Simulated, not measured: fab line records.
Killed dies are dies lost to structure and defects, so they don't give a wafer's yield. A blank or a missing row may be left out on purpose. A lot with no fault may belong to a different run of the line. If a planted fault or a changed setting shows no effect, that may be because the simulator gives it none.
Matching of chambers    flow n5-finfet    N5_BEOL_M2_PECVD_72 on pecvd-02: 3 sister chambers
The step deposits SiO2 from TEOS/O2, target thk 16 nm, time 18 s. 6 wafers are shown with their chamber, then 11 later ones without.

== EACH WAFER AND ITS CHAMBER ==
wafer   chamber  showerhead-plenum-p-Torr (Torr)  throttle-valve-pct (%)
L085.1  2        8.81                             21.0
L085.6  1        8.74                             21.6
L086.1  0        8.81                             23.0
L086.2  1        8.73                             21.3
L086.3  2        8.81                             21.4
L092.2  0        8.81                             23.1

== WAFERS WITHOUT THEIR CHAMBER ==
wafer   showerhead-plenum-p-Torr (Torr)  throttle-valve-pct (%)
L092.3  8.80                             21.4
L092.5  8.72                             21.6
L093.1  8.74                             21.6
L093.3  8.81                             21.5
L093.6  8.83                             23.2
L095.3  8.80                             21.5
L095.4  8.81                             22.7
L095.5  8.80                             21.4
L094.2  8.81                             21.5
L094.3  8.72                             21.6
L094.5  8.81                             22.9

== EACH ONE'S CHAMBER ==
wafer   from the rows above  in truth
L092.3  2                    2
L092.5  1                    1
L093.1  1                    1
L093.3  2                    2
L093.6  0                    0
L095.3  2                    2
L095.4  0                    0
L095.5  2                    2
L094.2  2                    2
L094.3  1                    1
L094.5  0                    0
Correctly placed: 11 of 11. Can't be placed from these rows: 0. 0 placed wrongly.
How it was worked out, from the rows above alone: a wafer's distance from a chamber is the root of the sum, over the readings, of the square of ((its reading less the chamber's mean) divided by the reading's scatter). If the next closest chamber is less than 2 further off than the closest, the wafer can't be placed; otherwise it belongs to the closest. The mean given for a chamber averages the wafers shown for that chamber. The scatter is the square root of a quotient: the sum, over the shown wafers, of each reading's squared deviation from its chamber's mean, divided by wafers minus chambers.
